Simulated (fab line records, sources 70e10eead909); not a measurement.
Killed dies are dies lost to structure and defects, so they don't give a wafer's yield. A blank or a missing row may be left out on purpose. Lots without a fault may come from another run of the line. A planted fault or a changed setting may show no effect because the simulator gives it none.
fab line records | flow nand_harc
record lots=24 wafers=72 last_day=33
route steps=1302 shown P_M2@330 A_CHANNEL_HOLE_D1@483 A_CHANNEL_FILL_D1@493
lots that met no fault: from a run of the same line without faults
start_h: hours from the record's first day to the start of the lot's first wafer shown | wait_h: hours since the lot's step before | " the same as in the row above | L1.1+2: a row that stands for several wafers | - no value, or no start given | * or withheld: withheld | < > ~ a bound
route shown NAME@n: a module of which the file shows steps, and the number in the route of the first | usual: mean/standard deviation of fault-free wafers | same: alike in all rows | chamber/n: place in a boat | sites: the reading at each site | _std_site: their standard deviation | _edge_site: outer sites' mean less inner sites' | radius_mm: how far each site lies from the wafer's centre | mask NAME#n: copy n | behind: the tool/chamber that last shaped the wafer | hold: why the lot was held/for how many hours/how that ended | device: the transistor (n, p or np) that didn't switch | end of line: the same wafers' tests at the end of the route | a step without rows: its recipe alone | killed: dies lost to structure and defects at the first sort, not the wafer's yield | map: a wafer's dies, x killed, . not, _ none there
set.NAME: the setting as run; set.NAME@STEP: as run at that earlier step | model.NAME: the simulator's own value behind a step, which no gauge read
steps of the route over a sample of lots; a table a step, a row a wafer
services: from which hour (start_h, from the record's first day; less than 0 if before it) a tool's chamber was out of use, for how many hours, and why
## steps
# step NHARC_P_M2_INSPECT_11
# usual raw_defect_count=5/3
# columns lot.wafer tool chamber start_h wait_h raw_defect_count
L074.1 defect_inspect-01 - 125.03 0.0 5
L074.2 " - " " 8
L074.4 " - " " 4
L075.2 defect_inspect-01 - 140.83 0.0 4
L075.5 " - " " 6
L075.6 " - " " 12
L076.1 defect_inspect-02 - 144.26 0.0 7
L076.2 " - " " 3
L076.5 " - " " 7
L077.2 defect_inspect-02 - 159.57 0.0 5
L077.3 " - " " 3
L077.6 " - " " 5
L078.1 defect_inspect-02 - 168.73 0.0 5
L078.3 " - " " 9
L078.5 " - " " 3
L079.2 defect_inspect-02 - 179.01 0.0 3
L079.5 " - " " 3
L079.6 " - " " 4
L080.1 defect_inspect-02 - 193.23 0.0 5
L080.3 " - " " 5
L080.5 " - " " 5
L081.3 defect_inspect-02 - 207.59 0.0 2
L081.4 " - " " 2
L081.6 " - " " 2
L082.1 defect_inspect-01 - 211.04 0.0 4
L082.4 " - " " 3
L082.6 " - " " 0
L083.2 defect_inspect-01 - 225.41 0.0 4
L083.4 " - " " 3
L083.6 " - " " 1
L085.1 defect_inspect-01 - 240.85 0.0 7
L085.2 " - " " 12
L085.3 " - " " 11
L084.2 defect_inspect-01 - 241.01 0.0 5
L084.3 " - " " 2
L084.5 " - " " 6
L086.3 defect_inspect-02 - 251.56 0.0 5
L086.5 " - " " 2
L086.6 " - " " 6
L088.4 defect_inspect-01 - 272.11 0.0 8
L088.5 " - " " 3
L088.6 " - " " 5
L087.1 defect_inspect-02 - 273.27 0.0 3
L087.2 " - " " 1
L087.6 " - " " 2
L089.1 defect_inspect-02 - 284.21 0.0 4
L089.3 " - " " 9
L089.6 " - " " 2
L090.1 defect_inspect-02 - 291.31 0.0 4
L090.3 " - " " 4
L090.5 " - " " 4
L091.3 defect_inspect-02 - 302.45 0.0 11
L091.4 " - " " 8
L091.6 " - " " 8
L092.1 defect_inspect-02 - 313.45 0.0 5
L092.2 " - " " 1
L092.3 " - " " 6
L093.1 defect_inspect-02 - 314.38 0.0 6
L093.2 " - " " 8
L093.3 " - " " 6
L094.1 defect_inspect-02 - 324.82 0.0 5
L094.2 " - " " 8
L094.4 " - " " 9
L095.2 defect_inspect-02 - 338.13 0.0 10
L095.3 " - " " 4
L095.6 " - " " 7
L096.1 defect_inspect-02 - 352.64 0.0 3
L096.2 " - " " 3
L096.6 " - " " 3
L097.2 defect_inspect-02 - 360.49 0.0 3
L097.3 " - " " 2
L097.6 " - " " 2
# step NHARC_P_M2_ETCH_28
# recipe target_depth_a=300 over_etch_frac=0.3 time_s=72.99 ion_energy_ev=150 cf4_flow_sccm=50 n2_flow_sccm=100 ar_flow_sccm=150 rf_w=300 bias_w=100 chemistry=CF4/N2
# usual drypump_motor_current_A=6.1/0.49 oes_product_au=1.004/0.0099 rf_vpp_V=315.1/1.5 showerhead_plenum_p_Torr=2.68/0.073 throttle_valve_pct=19.793/0.0088
# columns lot.wafer tool chamber start_h wait_h drypump_motor_current_A oes_product_au rf_hours_counter_h rf_vpp_V showerhead_plenum_p_Torr throttle_valve_pct
L074.2 rie_diel-11 1 - - 6.8 0.994 2.8 315.3 2.73 19.774
L074.4 " 2 " " 6.5 0.991 1.9 314.3 2.73 19.792
L074.1 " 0 " " 5.6 0.989 3.1 314.8 2.62 19.787
L075.2 rie_diel-11 1 - - 6.8 1.006 3.2 317.5 2.73 19.799
L075.6 " 3 " " 6.4 0.999 - 314.6 2.56 19.785
L075.5 " 0 " " 5.6 0.994 - 314.4 2.62 19.794
L076.1 rie_diel-08 0 - - 5.9 1.016 5.0 315.4 2.76 19.808
L076.2 " 2 " " 6.8 1.003 8.1 317.9 2.81 19.789
L076.5 " 3 " " 5.1 0.994 - 314.8 2.62 19.785
L077.3 rie_diel-09 3 - - 6.2 0.993 0.1 314.6 2.63 19.796
L077.2 " 0 " " 5.7 1.000 0.1 317.3 2.74 19.797
L077.6 " 3 " " 6.2 1.003 - 312.3 2.63 19.796
L078.3 rie_diel-08 1 - - 5.5 0.991 7.6 314.8 2.75 19.786
L078.1 " 3 " " 5.1 0.988 10.2 313.4 2.61 19.790
L078.5 " 0 " " 5.9 1.005 - 317.0 2.76 19.777
L079.2 rie_diel-11 0 - - 5.5 1.005 5.7 315.6 2.62 19.792
L079.6 " 2 " " 6.5 1.001 - 314.7 2.72 19.778
L079.5 " 3 " " 6.4 1.013 - 313.7 2.56 19.806
L080.3 rie_diel-09 0 - - 5.7 1.005 1.6 316.3 2.74 19.804
L080.1 " 2 " " 5.9 1.008 1.8 318.4 2.76 19.810
L080.5 " 1 " " 5.7 1.016 - 314.3 2.65 19.805
L081.3 rie_diel-09 3 - - 6.2 0.999 2.1 315.5 2.62 19.800
L081.4 " 2 " " 5.9 1.005 2.3 314.6 2.76 19.801
L081.6 " 3 " " 6.2 1.002 - 313.5 2.62 19.789
L082.4 rie_diel-11 0 - - 5.6 1.015 6.5 312.7 2.62 19.785
L082.1 " 2 " " 6.5 1.001 5.9 316.2 2.72 19.798
L082.6 " 0 " " 5.6 1.013 - 313.1 2.62 19.790
L083.4 rie_diel-09 2 - - 5.9 1.006 3.0 316.0 2.76 19.806
L083.2 " 3 " " 6.2 0.987 3.1 314.8 2.62 19.806
L083.6 " 2 " " 5.9 1.006 - 316.7 2.76 19.803
L085.2 rie_diel-08 0 - - 5.9 1.008 2.6 316.9 2.76 19.798
L085.1 " 1 " " 5.5 0.981 2.9 315.4 2.75 19.779
L085.3 " 2 " " 6.8 1.005 3.1 316.8 2.81 19.782
L084.3 rie_diel-11 1 - - 6.7 1.012 9.4 314.7 2.73 19.800
L084.2 " 3 " " 6.4 0.998 7.7 312.6 2.56 19.784
L084.5 " 2 " " 6.5 0.989 - 317.6 2.72 19.797
L086.3 rie_diel-09 2 - - 5.8 1.008 4.4 316.7 2.76 19.795
L086.5 " 2 " " 5.9 1.017 - 316.8 2.76 19.804
L086.6 " 3 " " 6.2 0.993 - 313.3 2.62 19.794
L088.4 rie_diel-11 1 - - 6.8 1.010 0.1 315.1 2.73 19.785
L088.5 " 3 " " 6.4 1.003 - 314.2 2.56 19.811
L088.6 " 0 " " 5.6 1.003 - 314.1 2.62 19.800
L087.2 rie_diel-08 3 - - 5.0 1.012 2.6 313.9 2.61 19.785
L087.1 " 0 " " 5.9 1.004 3.3 314.6 2.76 19.791
L087.6 " 2 " " 6.8 1.016 - 317.9 2.81 19.798
L089.3 rie_diel-11 0 - - 5.6 1.003 0.9 314.5 2.62 19.793
L089.1 " 3 " " 6.4 1.011 0.9 312.3 2.56 19.796
L089.6 " 1 " " 6.8 1.019 - 315.1 2.73 19.782
L090.1 rie_diel-09 2 - - 5.9 1.003 7.0 316.3 2.76 19.807
L090.3 " 3 " " 6.2 0.986 5.9 314.9 2.62 19.802
L090.5 " 1 " " 5.7 1.013 - 315.1 2.65 19.798
L091.4 rie_diel-09 1 - - 5.7 1.023 7.1 316.0 2.65 19.793
L091.3 " 0 " " 5.7 1.006 6.7 317.7 2.73 19.792
L091.6 " 1 " " 5.7 1.026 - 314.4 2.65 19.780
L092.1 rie_diel-11 2 - - 6.5 1.013 2.2 316.8 2.72 19.792
L092.3 " 0 " " 5.6 1.014 2.6 312.0 2.62 19.788
L092.2 " 1 " " 6.8 1.015 2.4 315.8 2.73 19.794
L093.1 rie_diel-11 0 - - 5.6 1.009 2.7 315.5 2.62 19.784
L093.2 " 1 " " 6.8 1.015 2.5 316.0 2.73 19.797
L093.3 " 2 " " 6.5 1.014 2.3 315.4 2.72 19.795
L094.1 rie_diel-11 3 - - 6.4 1.004 2.8 313.3 2.56 19.791
L094.2 " 0 " " 5.5 1.004 2.9 314.5 2.62 19.802
L094.4 " 1 " " 6.8 1.017 2.8 316.7 2.73 19.784
L095.3 rie_diel-09 0 - - 5.7 0.992 0.4 316.5 2.73 19.805
L095.2 " 3 " " 6.2 0.978 0.6 312.1 2.62 19.785
L095.6 " 1 " " 5.7 1.014 - 314.5 2.65 19.794
L096.2 rie_diel-08 1 - - 5.5 0.997 9.4 315.2 2.74 19.794
L096.1 " 2 " " 6.8 1.008 9.0 318.5 2.81 19.795
L096.6 " 0 " " 5.9 1.004 - 317.0 2.76 19.799
L097.2 rie_diel-11 2 - - 6.5 0.989 3.3 314.3 2.72 19.783
L097.3 " 3 " " 6.4 0.994 3.6 313.2 2.56 19.795
L097.6 " 1 " " 6.8 1.003 - 315.7 2.73 19.798
# step NHARC_P_M2_PVD_20
# recipe target_thk_a=50 bias_v=168.6 power_w=15000 chamber_pressure_pa=0.12 time_s=8.06 substrate_temp_c=50 material=TaN
# usual throttle_valve_pct=29.9/0.91
# columns lot.wafer tool chamber start_h wait_h throttle_valve_pct
L074.2 pvd_sputter-03 - - - 28.0
L074.1 " - " " 29.4
L074.4 " - " " 29.6
L075.2 pvd_sputter-03 - - - 30.0
L075.6 " - " " 30.6
L075.5 " - " " 29.4
L076.2 pvd_sputter-02 - - - 30.2
L076.1 " - " " 30.9
L076.5 " - " " 30.7
L077.3 pvd_sputter-03 - - - 29.2
L077.2 " - " " 29.5
L077.6 " - " " 29.3
L078.1 pvd_sputter-03 - - - 28.3
L078.3 " - " " 29.1
L078.5 " - " " 28.0
L079.2 pvd_sputter-02 - - - 30.7
L079.6 " - " " 30.6
L079.5 " - " " 28.5
L080.1 pvd_sputter-01 - - - 31.2
L080.3 " - " " 30.1
L080.5 " - " " 29.4
L081.4 pvd_sputter-02 - - - 30.2
L081.3 " - " " 30.5
L081.6 " - " " 30.2
L082.4 pvd_sputter-02 - - - 30.6
L082.1 " - " " 31.9
L082.6 " - " " 30.8
L083.2 pvd_sputter-03 - - - 30.1
L083.4 " - " " 30.4
L083.6 " - " " 30.4
L085.2 pvd_sputter-02 - - - 29.0
L085.1 " - " " 31.5
L085.3 " - " " 30.9
L084.3 pvd_sputter-03 - - - 29.1
L084.2 " - " " 29.6
L084.5 " - " " 29.1
L086.3 pvd_sputter-03 - - - 30.1
L086.6 " - " " 29.3
L086.5 " - " " 29.9
L088.4 pvd_sputter-02 - - - 31.5
L088.5 " - " " 30.4
L088.6 " - " " 30.6
L087.2 pvd_sputter-03 - - - 28.9
L087.1 " - " " 30.1
L087.6 " - " " 30.3
L089.1 pvd_sputter-01 - - - 30.1
L089.3 " - " " 28.9
L089.6 " - " " 28.6
L090.3 pvd_sputter-03 - - - 30.5
L090.1 " - " " 29.0
L090.5 " - " " 30.5
L091.3 pvd_sputter-01 - - - 29.8
L091.4 " - " " 30.4
L091.6 " - " " 30.4
L092.1 pvd_sputter-03 - - - 29.3
L092.2 " - " " 29.3
L092.3 " - " " 30.4
L093.3 pvd_sputter-01 - - - 28.7
L093.1 " - " " 30.0
L093.2 " - " " 30.2
L094.4 pvd_sputter-02 - - - 32.2
L094.1 " - " " 30.5
L094.2 " - " " 31.0
L095.2 pvd_sputter-02 - - - 31.1
L095.3 " - " " 28.7
L095.6 " - " " 30.8
L096.1 pvd_sputter-01 - - - 30.1
L096.2 " - " " 30.0
L096.6 " - " " 29.1
L097.3 pvd_sputter-01 - - - 30.1
L097.2 " - " " 30.1
L097.6 " - " " 30.3
# step NHARC_P_M2_ANNEAL_31
# recipe temp_c=225 time_s=90
# usual wafer_temp_C_max=226.05/0.29
# columns lot.wafer tool chamber start_h wait_h wafer_temp_C_max
L074.1 rtp_anneal-02 0 127.15 0.5 225.85
L074.2 " 0 " " 225.94
L074.4 " 0 " " 226.08
L075.2 rtp_anneal-02 0 142.72 - 225.74
L075.5 " 0 " " 225.84
L075.6 " 0 " " 225.60
L076.1 rtp_anneal-02 0 146.09 0.3 226.19
L076.2 " 0 " " 226.13
L076.5 " 0 " " 225.76
L077.2 rtp_anneal-02 0 161.44 - 226.30
L077.3 " 0 " " 225.85
L077.6 " 0 " " 225.99
L078.1 rtp_anneal-01 0 170.57 - 226.15
L078.3 " 0 " " 226.48
L078.5 " 0 " " 226.07
L079.2 rtp_anneal-01 0 180.87 - 225.98
L079.5 " 0 " " 226.65
L079.6 " 0 " " 226.44
L080.1 rtp_anneal-01 0 195.05 0.3 226.03
L080.3 " 0 " " 226.31
L080.5 " 0 " " 226.29
L081.3 rtp_anneal-01 0 209.51 0.3 226.39
L081.4 " 0 " " 226.35
L081.6 " 0 " " 226.15
L082.1 rtp_anneal-02 0 212.85 - 225.74
L082.4 " 0 " " 225.78
L082.6 " 0 " " 225.92
L083.2 rtp_anneal-01 0 227.31 - 226.27
L083.4 " 0 " " 225.88
L083.6 " 0 " " 226.20
L085.1 rtp_anneal-02 0 242.67 0.3 225.98
L085.2 " 0 " " 225.61
L085.3 " 0 " " 225.97
L084.2 rtp_anneal-01 0 242.88 - 225.95
L084.3 " 0 " " 225.87
L084.5 " 0 " " 226.12
L086.3 rtp_anneal-02 0 253.49 - 226.07
L086.5 " 0 " " 226.04
L086.6 " 0 " " 225.67
L088.4 rtp_anneal-01 0 274.11 0.4 226.64
L088.5 " 0 " " 226.35
L088.6 " 0 " " 226.22
L087.1 rtp_anneal-02 0 275.08 - 226.37
L087.2 " 0 " " 225.72
L087.6 " 0 " " 225.68
L089.1 rtp_anneal-01 0 286.08 0.3 225.88
L089.3 " 0 " " 226.21
L089.6 " 0 " " 226.85
L090.1 rtp_anneal-01 0 293.18 - 225.82
L090.3 " 0 " " 226.17
L090.5 " 0 " " 226.05
L091.3 rtp_anneal-02 0 304.41 - 225.92
L091.4 " 0 " " 226.04
L091.6 " 0 " " 225.76
L092.1 rtp_anneal-01 0 315.26 - 226.40
L092.2 " 0 " " 226.31
L092.3 " 0 " " 226.33
L093.1 rtp_anneal-02 0 316.19 0.3 225.81
L093.2 " 0 " " 225.87
L093.3 " 0 " " 225.81
L094.1 rtp_anneal-02 0 326.71 0.3 225.78
L094.2 " 0 " " 225.89
L094.4 " 0 " " 225.75
L095.2 rtp_anneal-01 0 339.99 0.3 226.29
L095.3 " 0 " " 225.92
L095.6 " 0 " " 226.34
L096.1 rtp_anneal-02 0 354.48 0.3 225.97
L096.2 " 0 " " 226.17
L096.6 " 0 " " 225.75
L097.2 rtp_anneal-02 0 362.43 0.4 226.19
L097.3 " 0 " " 225.89
L097.6 " 0 " " 226.13
# step NHARC_A_CHANNEL_HOLE_D1_ETCH_44
# recipe target_depth_a=1400 overetch_a=140 time_s=77 ion_energy_ev=100 cf4_flow_sccm=80 o2_flow_sccm=20 ar_flow_sccm=0 rf_w=300 bias_w=100 chemistry=CF4/O2
# usual drypump_motor_current_A=5.7/0.42 oes_product_au=1.002/0.0097 rf_vpp_V=197.9/1.7 showerhead_plenum_p_Torr=1.34/0.069 throttle_valve_pct=13.397/0.009
# columns lot.wafer tool chamber start_h wait_h drypump_motor_current_A oes_product_au rf_hours_counter_h rf_vpp_V showerhead_plenum_p_Torr throttle_valve_pct
L074.4 rie_diel-04 2 176.84 0.1 5.2 0.991 15 196.4 1.29 13.395
L074.1 " 3 " " 5.2 0.992 17 201.1 1.41 13.413
L074.2 " 0 " " 5.8 0.982 17 198.5 1.37 13.393
L075.2 rie_diel-04 0 193.81 0.1 5.8 1.008 0 198.0 1.37 13.405
L075.5 " 1 " " 6.4 1.002 - 201.0 1.41 13.397
L075.6 " 2 " " 5.2 1.015 - 195.8 1.28 13.385
L076.2 rie_diel-01 2 200.91 0.1 5.7 1.001 48 196.3 1.25 13.404
L076.1 " 3 " " 5.8 1.013 50 195.2 1.24 13.399
L076.5 " 3 " " 5.8 1.013 - 195.4 1.24 13.390
L077.2 rie_diel-12 0 213.47 0.4 5.9 0.989 43 194.4 1.24 13.387
L077.3 " 3 " " 5.8 1.013 38 196.4 1.25 13.386
L077.6 " 1 " " 5.8 0.996 - 198.5 1.40 13.384
L078.1 rie_diel-04 0 223.76 0.0 5.8 1.004 4 199.3 1.37 13.388
L078.3 " 2 " " 5.2 1.000 3 197.3 1.28 13.394
L078.5 " 1 " " 6.5 1.003 - 198.8 1.41 13.401
L079.2 rie_diel-01 1 239.07 0.1 6.4 1.011 8 194.8 1.27 13.394
L079.5 " 2 " " 5.7 1.012 - 197.4 1.25 13.394
L079.6 " 3 " " 5.8 0.999 - 201.0 1.44 13.389
L080.1 rie_diel-01 0 247.07 0.1 5.4 0.992 11 199.1 1.36 13.395
L080.3 " 2 " " 5.7 1.012 9 194.3 1.25 13.398
L080.5 " 0 " " 5.4 0.985 - 197.8 1.36 13.390
L082.4 rie_diel-01 0 264.46 0.1 5.4 0.988 14 197.2 1.36 13.404
L082.1 " 2 " " 5.7 1.010 12 198.2 1.25 13.409
L082.6 " 3 " " 5.8 0.995 - 199.7 1.44 13.406
L081.3 rie_diel-04 1 265.46 0.1 6.4 1.011 7 200.2 1.40 13.403
L081.6 " 0 " " 5.8 1.009 - 198.1 1.37 13.393
L081.4 " 2 " " 5.2 1.003 - 197.1 1.28 13.391
L083.4 rie_diel-04 1 283.69 0.1 6.5 1.009 9 199.9 1.40 13.408
L083.2 " 2 " " 5.2 1.012 8 195.7 1.28 13.400
L083.6 " 3 " " 5.2 1.010 - 200.0 1.41 13.396
L085.1 rie_diel-12 1 294.97 0.1 5.8 0.998 10 199.1 1.39 13.397
L085.3 " 2 " " 6.2 1.000 9 197.0 1.29 13.400
L085.2 " 0 " " 5.9 0.988 8 199.2 1.44 13.395
L084.2 rie_diel-12 2 295.82 0.1 6.1 1.004 9 196.5 1.29 13.393
L084.3 " 3 " " 5.8 1.014 6 196.7 1.24 13.388
L084.5 " 1 " " 5.8 0.984 - 198.8 1.39 13.402
L086.3 rie_diel-12 1 309.82 0.1 5.7 0.977 14 199.0 1.39 13.387
L086.5 " 2 " " 6.1 1.005 - 196.1 1.29 13.392
L086.6 " 3 " " 5.8 1.004 - 195.3 1.24 13.405
L088.4 rie_diel-04 3 331.31 0.1 5.2 1.006 - 199.2 1.41 13.407
L088.6 " 0 " " 5.8 1.010 - 198.7 1.36 13.407
L088.5 " 2 " " 5.2 1.013 - 196.2 1.28 13.396
L087.1 rie_diel-01 3 332.16 0.1 5.8 0.998 34 199.6 1.44 13.395
L087.2 " 0 " " 5.4 0.982 33 197.5 1.35 13.407
L087.6 " 3 " " 5.8 1.008 - 199.1 1.44 13.414
L089.1 rie_diel-01 3 340.23 0.1 5.8 1.003 36 199.1 1.44 13.388
L089.3 " 0 " " 5.4 0.981 35 199.1 1.35 13.390
L089.6 " 2 " " 5.7 1.022 - 196.2 1.24 13.402
L090.3 rie_diel-04 1 344.86 0.1 6.4 0.996 10 198.7 1.40 13.390
L090.1 " 0 " " 5.8 1.002 13 196.9 1.36 13.383
L090.5 " 2 " " 5.2 1.008 - 197.7 1.28 13.394
L091.3 rie_diel-01 0 356.55 0.1 5.4 0.991 39 198.6 1.35 13.374
L091.4 " 1 " " 6.4 1.014 45 196.4 1.26 13.397
L091.6 " 3 " " 5.8 1.000 - 199.2 1.44 13.394
L092.2 rie_diel-04 3 368.04 0.1 5.2 1.012 0 198.2 1.41 13.393
L092.3 " 0 " " 5.8 0.993 0 197.6 1.36 13.394
L092.1 " 1 " " 6.4 0.986 0 198.2 1.40 13.401
L093.2 rie_diel-12 2 371.12 0.1 6.2 0.996 46 196.5 1.28 13.412
L093.3 " 3 " " 5.8 1.010 38 196.6 1.24 13.402
L093.1 " 0 " " 5.9 0.997 36 199.8 1.44 13.409
L094.2 rie_diel-12 0 383.53 0.1 5.9 0.992 41 200.7 1.44 13.398
L094.1 " 1 " " 5.8 0.981 49 199.5 1.38 13.388
L094.4 " 2 " " 6.2 1.012 50 196.5 1.28 13.401
L095.3 rie_diel-04 2 390.20 0.1 5.1 1.005 2 196.1 1.28 13.397
L095.2 " 1 " " 6.5 0.989 2 198.7 1.40 13.400
L095.6 " 3 " " 5.2 1.007 - 198.7 1.40 13.400
L096.1 rie_diel-04 2 409.29 0.1 5.2 1.010 5 197.1 1.28 13.383
L096.2 " 3 " " 5.2 1.007 4 199.2 1.40 13.389
L096.6 " 2 " " 5.2 1.004 - 195.3 1.28 13.384
L097.2 rie_diel-04 1 413.12 0.0 6.4 0.999 4 198.6 1.40 13.408
L097.3 " 0 " " 5.8 0.998 4 199.7 1.36 13.388
L097.6 " 1 " " 6.4 0.996 - 198.3 1.40 13.394
# step NHARC_A_CHANNEL_FILL_D1_ALD_03
# recipe target_thk_a=60 pulse_time_s=60 ald_cycles=58 temp_c=630 pressure_torr=2 material=SiNx
# usual precursor_pulse_height_rel=0.999/0.02
# columns lot.wafer tool chamber start_h wait_h precursor_pulse_height_rel
L074.1 ald_sin_batch-02 0 - - 0.978
L074.2 " 0 " " 1.023
L074.4 " 0 " " 0.989
L075.2 ald_sin_batch-03 0 - - 1.000
L075.5 " 0 " " 0.990
L075.6 " 0 " " 0.996
L076.1 ald_sin_batch-02 0 - - 1.019
L076.2 " 0 " " 1.013
L076.5 " 0 " " 0.973
L077.2 ald_sin_batch-03 0 - - 1.022
L077.3 " 0 " " 0.968
L077.6 " 0 " " 0.979
L078.1 ald_sin_batch-03 0 - - 0.995
L078.3 " 0 " " 0.996
L078.5 " 0 " " 0.984
L079.2 ald_sin_batch-02 0 - - 1.017
L079.5 " 0 " " 0.980
L079.6 " 0 " " 1.012
L080.1 ald_sin_batch-01 0 - - 0.982
L080.3 " 0 " " 1.003
L080.5 " 0 " " 0.985
L081.3 ald_sin_batch-01 0 - - 1.003
L081.4 " 0 " " 0.989
L081.6 " 0 " " 0.992
L082.1 ald_sin_batch-01 0 - - 1.024
L082.4 " 0 " " 0.959
L082.6 " 0 " " 1.009
L083.2 ald_sin_batch-03 0 - - 1.014
L083.4 " 0 " " 0.956
L083.6 " 0 " " 1.008
L084.2 ald_sin_batch-02 0 - - 0.997
L084.3 " 0 " " 1.002
L084.5 " 0 " " 0.965
L085.1 ald_sin_batch-02 0 - - 0.977
L085.2 " 0 " " 1.033
L085.3 " 0 " " 0.970
L086.3 ald_sin_batch-03 0 - - 1.029
L086.5 " 0 " " 0.973
L086.6 " 0 " " 0.998
L087.1 ald_sin_batch-01 0 - - 1.021
L087.2 " 0 " " 1.007
L087.6 " 0 " " 0.991
L088.4 ald_sin_batch-01 0 - - 1.002
L088.5 " 0 " " 1.030
L088.6 " 0 " " 0.991
L089.1 ald_sin_batch-03 0 - - 0.982
L089.3 " 0 " " 1.003
L089.6 " 0 " " 0.953
L090.1 ald_sin_batch-02 0 - - 0.999
L090.3 " 0 " " 0.977
L090.5 " 0 " " 0.997
L091.3 ald_sin_batch-02 0 - - 0.980
L091.4 " 0 " " 0.982
L091.6 " 0 " " 0.986
L092.1 ald_sin_batch-01 0 - - 0.994
L092.2 " 0 " " 1.012
L092.3 " 0 " " 1.004
L093.1 ald_sin_batch-03 0 - - 1.022
L093.2 " 0 " " 1.013
L093.3 " 0 " " 1.035
L094.1 ald_sin_batch-03 0 - - 1.011
L094.2 " 0 " " 0.978
L094.4 " 0 " " 0.991
L095.2 ald_sin_batch-01 0 - - 1.010
L095.3 " 0 " " 1.005
L095.6 " 0 " " 1.049
L096.1 ald_sin_batch-01 0 - - 0.975
L096.2 " 0 " " 1.005
L096.6 " 0 " " 1.004
L097.2 ald_sin_batch-03 0 - - 0.994
L097.3 " 0 " " 0.979
L097.6 " 0 " " 1.003
## services
# columns tool chamber start_h hours kind
pvd_sputter-02 - 104.96 10.0 pm
rie_diel-09 2 113.36 3.7 repair
pvd_sputter-02 - 130.67 2.3 repair
rie_diel-04 2 136.46 6.6 repair
rie_diel-09 - 143.15 9.0 pm
pvd_sputter-03 - 170.04 10.0 pm
rie_diel-04 - 177.90 9.0 pm
rie_diel-11 0 242.89 5.3 repair
rie_diel-11 - 255.50 9.0 pm
rie_diel-04 3 262.61 12.8 repair
pvd_sputter-02 - 269.72 1.4 repair
rie_diel-09 3 275.11 9.4 repair
rie_diel-04 - 290.35 15.8 repair
rie_diel-04 1 325.86 15.0 repair
rie_diel-11 2 334.93 9.6 repair
pvd_sputter-03 - 346.75 0.9 repair
pvd_sputter-03 - 348.04 10.0 pm
rie_diel-04 - 350.92 0.2 repair
rie_diel-04 - 354.90 9.0 pm
rie_diel-11 0 360.69 6.0 repair
pvd_sputter-03 - 362.70 7.5 repair
rtp_anneal-01 - 372.00 12.0 pm
pvd_sputter-03 - 383.63 1.4 repair
pvd_sputter-03 - 406.46 3.6 repair
## key
fault none
